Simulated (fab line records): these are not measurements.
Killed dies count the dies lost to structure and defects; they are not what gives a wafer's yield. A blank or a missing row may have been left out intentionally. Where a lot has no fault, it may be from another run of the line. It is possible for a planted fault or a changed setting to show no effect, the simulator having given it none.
Struck lot and sound lot, side by side / flow n5Finfet / 16 steps out of a route of 1938
Sound: wafers L535.1, L535.4, L535.5. Struck: wafer L527.2 (left out: L527.1, L527.5 of the same lot, which were not struck); the cause appears at the end.
Per side, at each step with rows, come the tool, then ch with its chambers, and then its first start. Under that, the readings that differ: sound wafers / struck wafers / difference of the means / sigmas: that difference in standard deviations of wafers without a fault.
alike: readings whose means differ by less than 2 such deviations, and words and numbers that are the same on both sides. not compared: withheld readings, readings that some wafer has no value for, bounds like >300 that may hide the same value, and numbers for which the record gives no deviation and whose values overlap.
Wherever a step has rows on one side only, a row that says differs or no value, or a row with sigmas, the two part there. Numbers that don't overlap but have no deviation are shown without sigmas and don't part them. A reading that every wafer of one side lacks parts them only if that side has two wafers or more.

first, 3 steps without rows for these wafers: N5_SDB_EXPOSE_08 (exposes mask SDB); N5_SDB_PEB_09 (peb time 60 s); N5_SDB_DEVELOP_10 (develop time 30 s).
N5_SDB_CD_MEAS_11 targets a cd of 50 nm.
  sound on cdSem-02 ch 0, day 8 22:33; struck on cdSem-02 ch 0, day 6 17:43
  alike: cdNm
N5_SDB_OVL_MEAS_12:
  sound on overlay-01 ch 0, day 8 22:35; struck on overlay-02 ch 0, day 6 17:45
  alike: SDB_OVL
N5_SDB_INSPECT_13: inspects for defects (brightfield).
  sound on defectInspect-02 at day 8 22:36; struck on defectInspect-01 at day 6 17:46
  alike: rawDefectCount
N5_SDB_DESCUM_16: chemistry O2, time 7.9 s.
  sound on rieDiel-06 ch 0,3, day 8 22:38; struck on rieDiel-06 ch 3, day 6 17:49
  alike: drypumpMotorCurrentA, oesProductAu, rfVppV, showerheadPlenumPTorr, throttleValvePct
  not compared: rfHoursCounterH
N5_SDB_ETCH_17: etches SiARC in CF4, target depth 23.4 nm, time 39 s.
  sound on rieDiel-06 ch 0,3, day 8 22:40; struck on rieDiel-06 ch 3, day 6 17:50
  alike: drypumpMotorCurrentA, etchRfOnTimeS, oesProductAu, rfVppV, showerheadPlenumPTorr, throttleValvePct
  not compared: rfHoursCounterH
N5_SDB_ETCH_18: etches SOC in N2/H2, target depth 100 nm, overetch 20 nm, time 150 s.
  sound on rieDiel-06 ch 0,3, day 8 22:43; struck on rieDiel-06 ch 3, day 6 17:53
  alike: drypumpMotorCurrentA, oesProductAu, rfVppV, showerheadPlenumPTorr, throttleValvePct
  not compared: rfHoursCounterH
then, 1 step without rows for these wafers: N5_SDB_STRIP_19 (strips in N2/H2).
N5_SDB_STRIP_21: strips in CF4.
  sound on rieDiel-06 ch 0,3, day 8 22:51; struck on rieDiel-06 ch 3, day 6 18:01
reading=rfVppV (V); sound=272.4 270.5 273.8; struck=268.7; difference=-3.5; sigmas=-2
  alike: drypumpMotorCurrentA, oesProductAu, showerheadPlenumPTorr, throttleValvePct
  not compared: rfHoursCounterH
N5_SDB_HM_OPEN_20: chemistry CH3F/O2, target SiNx, stops on poly-Si, target depth 24 nm.
  sound on rieDiel-06 ch 0,3, day 8 22:52; struck on rieDiel-06 ch 3, day 6 18:02
  alike: O2_flow_sccm, drypumpMotorCurrentA, oesProductAu, rfVppV, showerheadPlenumPTorr, throttleValvePct
  not compared: rfHoursCounterH
N5_SDB_STRIP_22: strips in N2/H2.
  sound on plasmaAsher-01 ch 1, day 8 22:57; struck on plasmaAsher-02 ch 0, day 6 18:07
reading=oesProductAu (a.u.); sound=0.719 0.712 0.709; struck=0.687; difference=-0.026; sigmas=-6
reading=stripTimeToEndpointS (s); sound=95.2 95.3 95.3; struck=101.5; difference=+6.2; sigmas=+15
  alike: drypumpMotorCurrentA, heaterPowerW
  not compared: rfHoursCounterH
then, 1 step without rows for these wafers: N5_SDB_PRECLEAN_23 (cleans in dHF, time 30 s).
-- the record jumps here: 4 days lie between the struck wafers' starts before and after (it left off in module SDB and takes up again in module BEOL_M4, whose first step shown is number 1111 of the route) --
N5_BEOL_M4_RC_MEAS_101:
  sound on prober-02 ch 0, day 13 06:28; struck on prober-02 ch 0, day 11 00:19
reading=DIBL_N (mV/V); sound=38.6 36.1 38.1; struck=34.4; difference=-3.2; sigmas=-2
reading=VT_P (mV); sound=-256 -260 -260; struck=-249; difference=+10; sigmas=+3
  alike: DIBL_P, IOFF_N, IOFF_P, ION_N, ION_P, SS_N, SS_P, VT_N
-- the record jumps here: 5 days lie between the struck wafers' starts before and after (it left off in module BEOL_M4 and takes up again in module PASSIVATION, whose first step shown is number 1936 of the route) --
N5_PASSIVATION_PROBE_49:
  sound on prober-01 at day 17 13:57; struck on prober-02 at day 15 20:33
reading=sort_bin_8_speed (%); sound=0 0.08 0; struck=0; difference=+0; sigmas=-4
  alike: defectLimitedYield, killed_at_M0_to_M3, killed_at_M4_up, killedAtContacts, killedAtFrontEnd, killedAtOther, killedDies, killedOpen, killedShort, sort_bin_4_leakage, sort_bin_5_function, sort_bin_6_memory, sortNPass, sortYieldPct

== WHERE THEY PART ==
First at N5_SDB_STRIP_21; last, within this record, at N5_PASSIVATION_PROBE_49.

WHY: the cause the simulator had injected
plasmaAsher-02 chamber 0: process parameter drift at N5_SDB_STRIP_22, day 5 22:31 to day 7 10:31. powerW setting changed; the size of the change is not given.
